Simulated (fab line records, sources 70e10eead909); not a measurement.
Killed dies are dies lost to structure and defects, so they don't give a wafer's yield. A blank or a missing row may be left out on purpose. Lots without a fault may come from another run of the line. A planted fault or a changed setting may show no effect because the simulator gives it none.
Chamber matching | flow nand_harc | NHARC_P_CONTACT_ALD_22 on ald_metal-03: 4 sister chambers
The step deposits TiN, target thk 3 nm, pulse time 1 s, ald cycles 150. 4 wafers are shown with their chamber, then 7 later ones without.

WAFERS WITH THEIR CHAMBER
wafer  | chamber | heater_power_w (W)
L086.3 | 2       | 1221
L086.5 | 1       | 1230
L093.2 | 3       | 1222
L093.4 | 0       | 913

WAFERS WITHOUT THEIR CHAMBER
wafer  | heater_power_w (W)
L093.6 | 1235
L095.3 | 1225
L095.4 | 1259
L095.5 | 1215
L096.2 | 1245
L096.3 | 1249
L096.5 | 1202

WHICH CHAMBER EACH WENT THROUGH
wafer  | from the rows above          | in truth
L093.6 | can't be placed: 1 or 3 or 2 | 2
L095.3 | can't be placed: 3 or 2 or 1 | 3
L095.4 | can't be placed: 1 or 3 or 2 | 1
L095.5 | can't be placed: 2 or 3 or 1 | 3
L096.2 | can't be placed: 1 or 3 or 2 | 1
L096.3 | can't be placed: 1 or 3 or 2 | 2
L096.5 | can't be placed: 2 or 3 or 1 | 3
Placed correctly: 0 of 7. Can't be placed from these rows: 7 (the true chamber is among the candidates in 7). Placed wrongly: 0.
How it was worked out, from the rows above alone: a wafer's distance from a chamber is the root of the sum, over the readings, of the square of ((its reading less the chamber's mean) divided by the reading's scatter). The wafer belongs to the nearest chamber; if the next one is less than 2 further off, it can't be placed. A chamber's mean is the mean of its shown wafers. The scatter: with one shown wafer a chamber, the root of the mean of the squares of how far each hidden wafer lies from its nearest shown one.
